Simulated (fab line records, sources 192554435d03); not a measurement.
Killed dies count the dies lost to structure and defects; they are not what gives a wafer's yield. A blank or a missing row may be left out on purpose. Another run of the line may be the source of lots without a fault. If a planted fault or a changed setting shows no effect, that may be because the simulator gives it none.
Matching of chambers | flow n5-finfet | 3 sister chambers for N5_BEOL_M14_DEP_53 on pecvd-04
The step deposits SiCN from 3MS/NH3, target thk 50 nm, time 17.8 s. 6 wafers are shown with their chamber, then 8 later ones without.

WAFERS, EACH WITH ITS CHAMBER
wafer  | chamber | throttle-valve-pct (%) | showerhead-plenum-p-Torr (Torr)
L076.6 | 2       | 17.2                   | 4.147
L075.6 | 2       | 17.3                   | 4.172
L084.2 | 1       | 19.2                   | 4.150
L084.5 | 1       | 19.1                   | 4.149
L084.6 | 0       | 17.4                   | 4.125
L086.1 | 0       | 17.0                   | 4.113

WAFERS WITH NO CHAMBER GIVEN
wafer  | throttle-valve-pct (%) | showerhead-plenum-p-Torr (Torr)
L086.3 | 19.4                   | 4.150
L086.5 | 19.0                   | 4.141
L087.2 | 17.1                   | 4.165
L087.3 | 17.5                   | 4.116
L087.6 | 17.3                   | 4.169
L090.3 | 19.1                   | 4.136
L090.4 | 19.1                   | 4.135
L090.6 | 17.1                   | 4.119

WHICH CHAMBER EACH WENT THROUGH
wafer  | from the rows above | in truth
L086.3 | 1                   | 1
L086.5 | 1                   | 1
L087.2 | 2                   | 2
L087.3 | 0                   | 0
L087.6 | 2                   | 2
L090.3 | 1                   | 1
L090.4 | 1                   | 1
L090.6 | 0                   | 0
Placed correctly: 8 of 8. Left unplaced by these rows: 0. Wrongly placed: 0.
How it was worked out, from the rows above alone: a wafer's distance from a chamber is the root of the sum, over the readings, of the square of ((its reading less the chamber's mean) divided by the reading's scatter). The wafer belongs to the nearest chamber; if the next one is less than 2 further off, it can't be placed. The mean given for a chamber averages the wafers shown for that chamber. The scatter: the root of (the sum of the squares of (reading less its chamber's mean) over the shown wafers, divided by (wafers less chambers)).
